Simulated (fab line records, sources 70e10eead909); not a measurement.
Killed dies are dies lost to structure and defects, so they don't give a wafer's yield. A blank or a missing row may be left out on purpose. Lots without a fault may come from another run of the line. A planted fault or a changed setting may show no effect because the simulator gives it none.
One fault seen from 2 desks | flow nand_harc | each desk has only its own numbers; what lay behind them comes last

THE TOOL OWNER'S DESK: cvd_w-01
The tool's own readings at NHARC_P_CONTACT_CVD_23 (deposits W, target thk 200 nm, time 557 s): means of the sampled wafers that have a number, for each lot that ran on this tool. A lot is out of limits, marked OUT, if its mean lies more than 4 standard deviations from the usual mean; the brackets give that distance.
Columns: A = heater_power_w at NHARC_P_CONTACT_CVD_23, usual 465 W; B = mfc_h2_sccm at NHARC_P_CONTACT_CVD_23, usual 1600 sccm; C = throttle_valve_pct at NHARC_P_CONTACT_CVD_23, usual 8.0 %
lot  | first seen here | A   | B    | C
L501 | day 6 10:09     | 458 | 1596 | 7.5
L508 | day 7 19:16     | 458 | 1600 | 7.4
L509 | day 7 19:49     | 508 | 1597 | 8.1
L507 | day 7 21:49     | 466 | 1599 | 7.6
L510 | day 9 01:40     | 478 | 1604 | 7.9
L512 | day 9 01:56     | 497 | 1596 | 7.9
L511 | day 9 02:33     | 476 | 1603 | 8.0
This desk's finding: nothing out of limits on any of the 7 lots.

THE METROLOGY DESK
What the gauges read, lot by lot, whatever tool the lot ran on: means of the sampled wafers that have a number. A lot is out of limits, marked OUT, if its mean lies more than 4 standard deviations from the usual mean; the brackets give that distance.
Columns: A = overlay_x_nm at NHARC_P_CONTACT_OVL_MEAS_13, usual -0.1 nm; B = overlay_y_nm at NHARC_P_CONTACT_OVL_MEAS_13, usual 0.1 nm
lot  | first seen here | A    | B
L499 | day 5 17:04     | 1.3  | 0.0
L501 | day 6 05:27     | -1.2 | 0.1
L503 | day 6 13:55     | 0.4  | 0.1
L505 | day 7 02:07     | -0.6 | -0.1
L506 | day 7 03:30     | 0.8  | -0.5
L508 | day 7 16:47     | -0.5 | 1.3
L509 | day 7 17:15     | 0.9  | 1.0
L507 | day 7 19:41     | -0.4 | 1.5
L510 | day 8 21:22     | -0.4 | 0.8
L512 | day 8 22:09     | 0.2  | -0.1
L511 | day 8 22:52     | 0.2  | -1.3
L521 | day 11 03:26    | 0.9  | -0.9
L522 | day 11 07:53    | -0.6 | -0.5
This desk's finding: nothing out of limits on any of the 13 lots.

PUT TOGETHER
The tool owner's desk saw nothing out of limits.
The metrology desk saw nothing out of limits.

WHAT THE SIMULATOR HAD PUT IN
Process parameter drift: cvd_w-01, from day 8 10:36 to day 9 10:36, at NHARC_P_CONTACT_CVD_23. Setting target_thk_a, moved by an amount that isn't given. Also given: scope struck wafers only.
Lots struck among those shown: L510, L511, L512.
